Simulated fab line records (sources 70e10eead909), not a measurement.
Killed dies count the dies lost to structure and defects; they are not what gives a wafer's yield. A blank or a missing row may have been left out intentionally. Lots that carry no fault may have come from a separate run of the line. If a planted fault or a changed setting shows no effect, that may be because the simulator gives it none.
Struck lot and sound lot, side by side | flow nandHarc | 13 steps out of a route of 1159
Sound: wafers L910.3, L910.4, L910.5. Wafers struck: L918.2, L918.5, L918.6. The cause is given at the end.
Order at every step that has rows: each side's tool, ch and its chambers, its first start. Under that, the readings that differ: sound wafers | struck wafers | difference of the means | sigmas: that difference in standard deviations of wafers without a fault.
alike: same words and numbers on both sides, and readings whose means sit less than 2 such deviations apart. not compared: any withheld reading, any reading some wafer has no value for, any bound like >300 that may hide the same value, and any number with overlapping values for which the record gives no deviation.
The two part at a step that has a row with sigmas, a row that says differs or no value, or rows on one side only. Numbers that don't overlap but have no deviation are shown without sigmas and don't part them. Lack of a reading on every wafer of one side parts them only where that side has two or more wafers.

first, 1 step without rows for these wafers: NHARC_A_ONON_D1_DEP_19 (target thk 1000 nm).
NHARC_A_ONON_D1_THK_MEAS_21: measures by ellipsometry.
  sound: filmMetro-01 at day 8 05:56; struck: filmMetro-02 at day 10 07:28
  alike: thkNm
then, no rows for these wafers at 1 step: NHARC_A_ONON_D1_DEP_22 (target thk 1000 nm).
NHARC_A_ONON_D1_THK_MEAS_24: measures by ellipsometry.
  sound: filmMetro-01 at day 8 06:30; struck: filmMetro-02 at day 10 08:02
  alike: thkNm
then, no rows for these wafers at 1 step: NHARC_A_ONON_D1_DEP_25 (target thk 1000 nm).
NHARC_A_ONON_D1_THK_MEAS_27: measures by ellipsometry.
  sound: filmMetro-02 at day 8 07:04; struck: filmMetro-01 at day 10 08:36
  alike: thkNm
then, no rows for these wafers at 1 step: NHARC_A_ONON_D1_DEP_28 (target thk 1000 nm).
NHARC_A_ONON_D1_THK_MEAS_30: measures by ellipsometry.
  sound: filmMetro-01 at day 8 07:37; struck: filmMetro-02 at day 10 09:10
  alike: thkNm
NHARC_A_ONON_D1_DEP_33: deposits SiO2, target thk 200 nm.
  sound on pecvd-02 ch 0,1, day 8 07:46; struck on pecvd-01 ch 0,1, day 10 09:16
  alike: heaterPowerW, susceptorTempC, throttleValvePct
NHARC_A_ONON_D1_THK_MEAS_34: measures by ellipsometry.
  sound: filmMetro-01 at day 8 08:06; struck: filmMetro-01 at day 10 09:38
  alike: thkNm
NHARC_A_ONON_D1_INSPECT_32:
  sound: defectInspect-01 at day 8 08:10; struck: defectInspect-02 at day 10 09:43
  alike: rawDefectCount
NHARC_A_CHANNEL_HOLE_D1_DEP_00: deposits aC, target thk 3100 nm.
  sound on aclDep-02 ch 0, day 8 15:21; struck on aclDep-01 ch 0, day 10 17:59
  alike: susceptorTempC, throttleValvePct
NHARC_A_CHANNEL_HOLE_D1_DEP_01: deposits SiON, target thk 140 nm.
  sound on pecvd-04 ch 0,1,2, day 8 16:42; struck on pecvd-04 ch 0,2, day 10 19:49
  alike: heaterPowerW, susceptorTempC

WHERE THEY PART
Nowhere in this record.

WHY: whatever the simulator had introduced
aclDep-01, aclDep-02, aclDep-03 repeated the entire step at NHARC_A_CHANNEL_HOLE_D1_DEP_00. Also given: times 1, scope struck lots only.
